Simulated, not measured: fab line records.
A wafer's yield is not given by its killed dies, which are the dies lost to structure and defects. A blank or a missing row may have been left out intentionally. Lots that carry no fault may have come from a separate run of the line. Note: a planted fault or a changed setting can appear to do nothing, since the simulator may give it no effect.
Matching of chambers / flow nandHarc / NHARC_A_CHANNEL_FILL_D1_ALD_25 on aldHk-01 has 4 sister chambers
The step deposits SiOx, target thk 60 nm, pulse time 10 s, ald cycles 600. 4 wafers are shown with their chamber, then 7 later ones without.

## WAFERS WITH THEIR CHAMBER
wafer=L080.1; chamber=1; heaterPowerW (W)=462
wafer=L083.4; chamber=3; heaterPowerW (W)=433
wafer=L084.3; chamber=2; heaterPowerW (W)=493
wafer=L084.2; chamber=0; heaterPowerW (W)=397

## WAFERS WHOSE CHAMBER IS MISSING
wafer=L084.4; heaterPowerW (W)=451
wafer=L093.2; heaterPowerW (W)=391
wafer=L093.3; heaterPowerW (W)=464
wafer=L093.6; heaterPowerW (W)=503
wafer=L096.1; heaterPowerW (W)=502
wafer=L096.3; heaterPowerW (W)=453
wafer=L096.4; heaterPowerW (W)=394

## CHAMBER TAKEN BY EACH
wafer=L084.4; from the rows above=can't be placed: 1 or 3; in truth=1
wafer=L093.2; from the rows above=0; in truth=0
wafer=L093.3; from the rows above=1; in truth=1
wafer=L093.6; from the rows above=2; in truth=2
wafer=L096.1; from the rows above=2; in truth=2
wafer=L096.3; from the rows above=can't be placed: 1 or 3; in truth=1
wafer=L096.4; from the rows above=0; in truth=0
5 of 7 placed correctly. Not placeable from these rows: 2 (in 2, the candidates include the true chamber). Placed wrongly: 0.
How it was worked out, from the rows above alone: a wafer's distance from a chamber is the root of the sum, over the readings, of the square of ((its reading less the chamber's mean) divided by the reading's scatter). If the next closest chamber is less than 2 further off than the closest, the wafer can't be placed; otherwise it belongs to the closest. The mean given for a chamber averages the wafers shown for that chamber. The scatter: root of mean squared gap, hidden wafer to nearest shown wafer, with one shown wafer a chamber.
